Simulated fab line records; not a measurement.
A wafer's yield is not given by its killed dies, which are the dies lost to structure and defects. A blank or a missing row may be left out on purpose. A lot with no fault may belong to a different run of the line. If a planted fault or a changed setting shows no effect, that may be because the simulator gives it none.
Matching of chambers + flow nand harc + 3 sister chambers for NHARC_P_M0_PRE_CLEAN_31 on pecvd-03
The step time 12 s. 3 wafers are shown with their chamber, then 12 later ones without.

== WAFERS WITH THEIR CHAMBER ==
| wafer  | chamber | heater power w (W) |
|--------|---------|--------------------|
| L089.5 | 2       | 507                |
| L091.1 | 0       | 645                |
| L091.4 | 1       | 719                |

== WAFERS WITH NO CHAMBER GIVEN ==
| wafer  | heater power w (W) |
|--------|--------------------|
| L090.2 | 701                |
| L090.3 | 701                |
| L090.6 | 703                |
| L090.1 | 604                |
| L090.4 | 701                |
| L090.5 | 603                |
| L095.3 | 670                |
| L095.5 | 676                |
| L095.6 | 654                |
| L096.1 | 621                |
| L096.5 | 771                |
| L096.6 | 618                |

== WHICH CHAMBER EACH WENT THROUGH ==
| wafer  | from the rows above     | in truth                   |
|--------|-------------------------|----------------------------|
| L090.2 | can't be placed: 1 or 0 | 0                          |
| L090.3 | can't be placed: 1 or 0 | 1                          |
| L090.6 | can't be placed: 1 or 0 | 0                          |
| L090.1 | can't be placed: 0 or 2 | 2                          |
| L090.4 | can't be placed: 1 or 0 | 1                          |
| L090.5 | can't be placed: 0 or 2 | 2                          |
| L095.3 | can't be placed: 0 or 1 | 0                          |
| L095.5 | can't be placed: 0 or 1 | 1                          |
| L095.6 | can't be placed: 0 or 1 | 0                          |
| L096.1 | 0                       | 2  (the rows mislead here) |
| L096.5 | 1                       | 1                          |
| L096.6 | 0                       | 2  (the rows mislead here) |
Placed correctly: 1 of 12. Can't be placed from these rows: 9 (the true chamber is among the candidates in 9). 2 placed wrongly.
How it was worked out, from the rows above alone: a wafer's distance from a chamber is the root of the sum, over the readings, of the square of ((its reading less the chamber's mean) divided by the reading's scatter). If the next closest chamber is less than 2 further off than the closest, the wafer can't be placed; otherwise it belongs to the closest. For every chamber, the mean is computed from those of its wafers that are shown. The scatter (one wafer shown for each chamber): square how far every hidden wafer sits from the nearest shown wafer, average those squares and take the square root.
